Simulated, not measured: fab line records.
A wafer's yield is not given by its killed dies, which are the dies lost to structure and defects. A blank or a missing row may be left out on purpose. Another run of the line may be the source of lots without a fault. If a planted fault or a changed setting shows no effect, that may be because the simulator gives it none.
fab line records	flow nandHarc
record: lots: 11	wafers: 33	lastDay: 32
route steps=1302 shown P_GATE@148
lots that met no fault: taken from a fault-free run of the same line
startH: hours from the record's first day to the start of the lot's first wafer shown	waitH: time in hours since the lot's previous step	" identical to the entry in the row above	L1.1+2: a row that stands for several wafers	- no value, or no start was given	* or withheld: withheld	< > ~ a bound
route shown NAME@n: NAME is a module with steps in the file, n the number in the route of the first one	usual: mean and standard deviation over wafers with no fault	same: alike in all rows	chamber/n: place in a boat	sites: per-site readings	_std_site: the values' standard deviation	_edge_site: inner sites' mean taken away from outer sites' mean	radiusMm: for every site, how far away it sits from the centre of the wafer	mask NAME#n: copy n	behind: the most recent tool/chamber to have shaped the wafer	hold: the reason the lot was held/the length of the hold in hours/how it ended	device: the transistor (n, p or np) that didn't switch	end of line: at the end of the route, the tests of the same wafers	where a step has no rows: the recipe by itself	killed: dies lost to structure and defects at the first sort, not the wafer's yield	map: a wafer's dies, x killed, . not, _ none there
set.NAME: the setting the step ran with; set.NAME@STEP: the setting that earlier step ran with	model.NAME: the simulator's own value behind a step, which no gauge read
a sample of lots followed through the steps of the route, with each step as a table and each wafer as a row
services: from which hour (startH, from the record's first day; less than 0 if before it) a tool's chamber was out of use, for how many hours, and why
== steps ==
step: NHARC_P_GATE_ETCH_114
recipe: targetDepthA: 300	overetchA: 30	timeS: 16.5	ionEnergyEv: 100	cf4FlowSccm: 80	o2FlowSccm: 20	arFlowSccm: 0	rfW: 300	biasW: 100	chemistry: CF4/O2
usual: drypumpMotorCurrentA: 5.5/0.43	o2FlowSccm: 19.99/0.06	oes_ar_750_au: 1.000/0.004	oesProductAu: 1.003/0.011	rfVppV: 197.9/1.6	showerheadPlenumPTorr: 1.34/0.065	throttleValvePct: 13.397/0.0098
lot.wafer	tool	chamber	startH	waitH	drypumpMotorCurrentA	o2FlowSccm	oes_ar_750_au	oesProductAu	rfHoursCounterH	rfVppV	showerheadPlenumPTorr	throttleValvePct
L490.2	rieDiel-07	3	-	-	5.7	20.11	0.994	0.992	10.8	200.3	1.41	13.387
L490.5	"	3	"	"	5.6	20.03	1.000	1.000	-	197.7	1.41	13.400
L490.6	"	0	"	"	4.9	19.96	0.996	1.004	-	198.3	1.35	13.382
L492.1	rieDiel-02	1	-	-	5.5	19.99	1.006	1.002	5.4	198.2	1.28	13.402
L492.2	"	2	"	"	6.2	19.98	0.999	0.988	5.1	198.6	1.37	13.399
L492.6	"	1	"	"	5.5	20.04	0.999	0.999	-	196.3	1.28	13.398
L493.3	rieDiel-02	2	-	-	6.2	20.01	1.005	0.985	5.3	200.4	1.37	13.397
L493.1	"	3	"	"	5.8	19.94	1.001	1.019	5.1	195.3	1.26	13.409
L493.5	"	2	"	"	6.2	19.95	0.996	0.982	-	198.3	1.37	13.407
L495.3	rieDiel-07	0	-	-	4.9	19.90	0.996	1.008	2.4	197.5	1.35	13.400
L495.2	"	2	"	"	4.9	19.92	1.008	0.993	1.4	197.5	1.29	13.407
L495.4	"	3	"	"	5.6	19.96	1.003	1.015	1.5	199.0	1.41	13.400
L496.3	rieDiel-02	2	-	-	6.2	19.95	0.996	0.989	6.5	198.0	1.37	13.378
L496.5	"	0	"	"	5.1	20.02	0.999	1.013	-	195.6	1.25	13.397
L496.6	"	1	"	"	5.5	19.85	0.998	1.001	-	195.7	1.28	13.388
L497.4	rieDiel-03	1	-	-	5.8	19.92	1.006	1.013	2.3	198.1	1.43	13.407
L497.5	"	1	"	"	5.8	19.98	0.996	1.016	-	198.6	1.43	13.374
L497.6	"	2	"	"	5.5	19.99	1.003	1.009	-	196.6	1.34	13.398
L498.2	rieDiel-03	3	-	-	6.1	20.05	1.006	1.023	2.9	198.3	1.43	13.383
L498.4	"	1	"	"	5.8	20.05	0.999	1.023	3.1	199.6	1.43	13.399
L498.1	"	2	"	"	5.5	20.16	1.012	1.021	2.9	198.4	1.33	13.377
L501.1	rieDiel-02	1	-	-	5.5	20.13	1.005	1.004	9.4	196.2	1.28	13.399
L501.3	"	2	"	"	6.1	19.95	1.001	0.998	8.6	197.1	1.37	13.391
L501.6	"	0	"	"	5.1	19.95	0.996	1.012	-	196.3	1.25	13.396
L505.1	rieDiel-02	1	-	-	5.5	19.97	1.000	1.002	1.5	196.2	1.28	13.392
L505.4	"	0	"	"	5.1	20.09	0.999	1.009	1.7	196.1	1.25	13.397
L505.5	"	1	"	"	5.5	19.95	1.003	1.000	-	195.8	1.28	13.390
L509.4	rieDiel-02	3	-	-	5.8	20.09	1.007	1.020	3.6	197.4	1.26	13.418
L509.6	"	1	"	"	5.5	19.92	0.991	1.004	-	197.6	1.28	13.418
L509.5	"	2	"	"	6.2	19.88	0.998	0.985	-	197.8	1.37	13.397
L510.1	rieDiel-02	1	-	-	5.5	20.03	0.998	0.996	4.7	197.2	1.28	13.421
L510.4	"	2	"	"	6.2	20.11	1.003	0.986	4.0	197.5	1.37	13.399
L510.6	"	0	"	"	5.1	20.01	0.994	0.993	-	195.6	1.25	13.392
step: NHARC_P_GATE_ETCH_32
recipe: targetDepthA: 1500	overEtchFrac: 1	overEtchIonEnergyEv: 40	timeS: 100.1	hbrFlowSccm: 150	cl2FlowSccm: 50	rfW: 400	icpW: 400	biasW: 100	chemistry: HBr/Cl2
usual: drypumpMotorCurrentA: 5.7/0.67	hbrFlowSccm: 150.1/0.46	oesProductAu: 1.003/0.0097	throttleValvePct: 26.406/0.0096
lot.wafer	tool	chamber	startH	waitH	drypumpMotorCurrentA	hbrFlowSccm	oesProductAu	rfHoursCounterH	throttleValvePct
L490.2	rieSi-06	0	94.38	-	4.8	150.1	0.996	0.0	26.404
L490.6	"	3	"	"	5.6	150.4	1.007	-	26.413
L490.5	"	0	"	"	4.8	149.6	1.001	-	26.409
L492.1	rieSi-06	1	128.05	-	6.4	150.3	1.012	0.2	26.420
L492.2	"	3	"	"	5.7	150.3	0.991	0.3	26.394
L492.6	"	1	"	"	6.4	149.9	1.011	-	26.396
L493.3	rieSi-06	3	133.12	-	5.6	149.7	0.999	0.3	26.420
L493.1	"	0	"	"	4.8	149.9	0.995	0.4	26.402
L493.5	"	3	"	"	5.7	150.4	1.003	-	26.405
L495.4	rieSi-02	3	151.95	-	5.0	149.8	0.991	0.2	26.408
L495.3	"	0	"	"	5.2	149.6	1.015	0.2	26.419
L495.2	"	1	"	"	5.3	150.1	0.991	0.2	26.406
L496.3	rieSi-06	2	163.16	-	6.8	149.4	0.997	0.6	26.402
L496.5	"	3	"	"	5.7	149.9	1.013	-	26.410
L496.6	"	0	"	"	4.8	149.8	0.990	-	26.399
L497.4	rieSi-01	2	163.88	-	5.2	149.7	1.024	0.9	26.401
L497.6	"	0	"	"	6.0	150.4	1.004	-	26.413
L497.5	"	1	"	"	5.7	149.8	1.032	-	26.394
L498.4	rieSi-06	0	183.99	-	4.8	150.8	1.000	0.8	26.404
L498.1	"	1	"	"	6.4	150.7	1.007	0.6	26.401
L498.2	"	2	"	"	6.8	149.5	0.997	0.7	26.409
L501.1	rieSi-02	3	213.06	-	5.0	150.7	0.998	0.7	26.406
L501.3	"	1	"	"	5.3	150.7	1.007	0.6	26.412
L501.6	"	3	"	"	5.0	150.3	0.992	-	26.400
L505.1	rieSi-02	2	244.05	-	6.0	150.0	1.000	0.5	26.409
L505.4	"	0	"	"	5.2	149.9	1.003	0.8	26.400
L505.5	"	2	"	"	6.1	150.2	0.999	-	26.412
L509.4	rieSi-02	1	293.77	-	5.3	149.4	1.014	0.1	26.413
L509.5	"	0	"	"	5.2	150.3	1.011	-	26.409
L509.6	"	1	"	"	5.3	148.7	1.005	-	26.416
L510.4	rieSi-06	2	300.05	-	6.8	150.2	0.992	0.3	26.413
L510.1	"	3	"	"	5.7	150.1	0.994	0.3	26.409
L510.6	"	1	"	"	6.4	150.1	1.020	-	26.412
step: NHARC_P_GATE_EXPOSE_88
recipe: na: 0.6	targetCdNm: 2000	doseMj: 11.87	maskId: P_HVN
lot.wafer	tool	chamber	startH	waitH	mask
L490.2+5+6	krfScanner-04	0	108.98	-	P_HVN#0
L492.1+2+6	krfScanner-03	0	142.47	-	P_HVN#0
L493.1+3+5	krfScanner-03	0	147.77	-	P_HVN#0
L495.2+3+4	krfScanner-02	0	166.65	-	P_HVN#0
L496.3+5+6	krfScanner-02	0	177.69	-	P_HVN#0
L497.4+5+6	krfScanner-02	0	178.56	-	P_HVN#0
L498.1+2+4	krfScanner-02	0	198.79	-	P_HVN_R1#0
L501.1+3+6	krfScanner-04	0	227.60	-	P_HVN#0
L505.1+4+5	krfScanner-02	0	264.93	-	P_HVN#0
L509.4+5+6	krfScanner-02	0	308.22	-	P_HVN#0
L510.1+4+6	krfScanner-04	0	314.72	-	P_HVN#0
step: NHARC_P_GATE_CD_MEAS_91
recipe: targetCdNm: 2000	landingEnergyEv: 500
usual: cdNm: 2000.2/2
lot.wafer	tool	chamber	startH	waitH	cdNm
L490.2	cdSem-01	0	109.13	-	1998.4
L490.5	"	0	"	"	2002.0
L490.6	"	0	"	"	2002.3
L492.1	cdSem-02	0	142.63	-	1997.7
L492.2	"	0	"	"	1995.6
L492.6	"	0	"	"	1998.2
L493.1	cdSem-02	0	147.93	-	2003.0
L493.3	"	0	"	"	2002.6
L493.5	"	0	"	"	2000.1
L495.2	cdSem-01	0	166.81	-	2000.7
L495.3	"	0	"	"	2000.2
L495.4	"	0	"	"	1999.7
L496.3	cdSem-02	0	177.84	-	1999.1
L496.5	"	0	"	"	2003.1
L496.6	"	0	"	"	2001.9
L497.4	cdSem-02	0	178.71	-	1998.6
L497.5	"	0	"	"	1995.7
L497.6	"	0	"	"	1997.5
L498.1	cdSem-03	0	198.95	-	2090.4
L498.2	"	0	"	"	2089.8
L498.4	"	0	"	"	2092.4
L501.1	cdSem-01	0	227.76	-	2001.2
L501.3	"	0	"	"	2001.4
L501.6	"	0	"	"	2000.0
L505.1	cdSem-03	0	265.09	-	2002.1
L505.4	"	0	"	"	1998.5
L505.5	"	0	"	"	1997.3
L509.4	cdSem-01	0	308.37	-	2001.8
L509.5	"	0	"	"	1999.6
L509.6	"	0	"	"	1999.0
L510.1	cdSem-03	0	314.88	-	1999.1
L510.4	"	0	"	"	1999.4
L510.6	"	0	"	"	1999.0
step: NHARC_P_GATE_STRIP_113
recipe: powerW: 1500	tempC: 110	timeS: 740	chemistry: N2/H2
usual: drypumpMotorCurrentA: 6.1/0.61	heaterPowerW: 93/7.5	tempC: 110.01/0.15
lot.wafer	tool	chamber	startH	waitH	drypumpMotorCurrentA	heaterPowerW	rfHoursCounterH	tempC
L490.2	plasmaAsher-02	0	109.77	0.3	5.1	92	5	110.05
L490.5	"	1	"	"	6.3	80	-	109.72
L490.6	"	0	"	"	5.1	90	-	110.08
L492.1	plasmaAsher-02	0	143.19	0.2	5.1	90	10	110.09
L492.2	"	1	"	"	6.3	82	10	109.98
L492.6	"	1	"	"	6.3	85	-	109.99
L493.1	plasmaAsher-02	0	148.46	0.2	5.1	92	12	109.94
L493.3	"	1	"	"	6.3	82	-	109.91
L493.5	"	1	"	"	6.2	85	-	110.08
L495.2	plasmaAsher-02	1	167.33	0.2	6.3	82	16	110.10
L495.3	"	1	"	"	6.3	83	-	110.12
L495.4	"	0	"	"	5.1	94	-	110.20
L496.3	plasmaAsher-01	1	178.72	0.5	6.4	104	-	109.83
L496.6	"	0	"	"	6.6	96	-	109.63
L496.5	"	1	"	"	6.4	105	-	110.08
L497.4	plasmaAsher-01	1	179.62	0.5	6.4	105	-	110.18
L497.5	"	0	"	"	6.7	97	-	110.05
L497.6	"	1	"	"	6.4	105	-	110.21
L498.2	plasmaAsher-01	0	199.48	0.2	6.6	94	7	109.99
L498.1	"	1	"	"	6.4	104	7	109.91
L498.4	"	1	"	"	6.4	101	-	110.03
L501.1	plasmaAsher-02	0	228.29	0.2	5.1	91	29	109.85
L501.3	"	1	"	"	6.3	83	-	110.26
L501.6	"	0	"	"	5.1	91	-	109.82
L505.1	plasmaAsher-01	0	265.73	0.3	6.6	96	23	110.21
L505.4	"	0	"	"	6.7	95	-	110.31
L505.5	"	0	"	"	6.7	94	-	110.31
L509.4	plasmaAsher-02	0	309.25	0.5	5.1	93	-	109.99
L509.6	"	1	"	"	6.3	82	-	109.69
L509.5	"	0	"	"	5.1	92	-	109.99
L510.1	plasmaAsher-02	1	315.43	0.2	6.3	80	11	110.21
L510.4	"	0	"	"	5.1	95	-	109.99
L510.6	"	0	"	"	5.1	95	-	109.98
== services ==
tool	chamber	startH	hours	kind
plasmaAsher-02	-	72.00	9.0	pm
rieSi-06	-	72.00	9.0	pm
rieDiel-02	0	76.81	66.3	repair
rieDiel-02	1	76.88	10.8	repair
rieSi-02	1	93.82	7.2	repair
krfScanner-02	-	94.00	4.0	pm
rieSi-02	-	100.00	9.0	pm
rieDiel-02	3	106.32	3.7	repair
krfScanner-02	-	121.41	3.3	repair
rieSi-02	2	162.11	26.9	repair
rieSi-06	1	162.26	10.8	repair
plasmaAsher-01	-	165.03	9.0	pm
plasmaAsher-02	-	173.99	0.4	repair
rieSi-06	-	185.21	1.1	repair
rieSi-06	0	195.06	3.8	repair
rieSi-06	-	208.38	3.6	repair
rieDiel-02	-	216.70	9.0	pm
plasmaAsher-02	-	231.04	4.6	repair
plasmaAsher-02	-	249.00	9.0	pm
rieSi-06	-	249.00	9.0	pm
plasmaAsher-02	-	260.61	2.0	repair
krfScanner-02	-	266.00	4.0	pm
rieSi-02	-	277.00	9.0	pm
rieSi-06	0	312.77	17.9	repair
== key ==
firstSign: step: NHARC_P_GATE_EXPOSE_88	reading: mask	direction: changed
effect: step: NHARC_P_GATE_CD_MEAS_91	reading: cdNm	direction: up	sigmas: 45	usual: 2000.2	struck: 2090.8
metAt NHARC_P_GATE_EXPOSE_88
struckLots L498
testerLeftOut L498
notActingAt NHARC_P_GATE_ETCH_114,NHARC_P_GATE_ETCH_32,NHARC_P_GATE_STRIP_113
onsetBetween 178.56 198.79
fault: kind: wrongMask	tool: any	chamber: -	onsetH: 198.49	steps: NHARC_P_GATE_EXPOSE_88	auxCopy: P_HVN_R1#0	cdOffsetNm: 91.294	scope: struckLotsOnly
testerLeftOut: of these lots the tester's yield and bins aren't shown, on N5 and GAA mostly nor the transistor test; their killed dies are dies lost to structure and defects alone, not to doping, threshold or leakage, so they don't give the yield
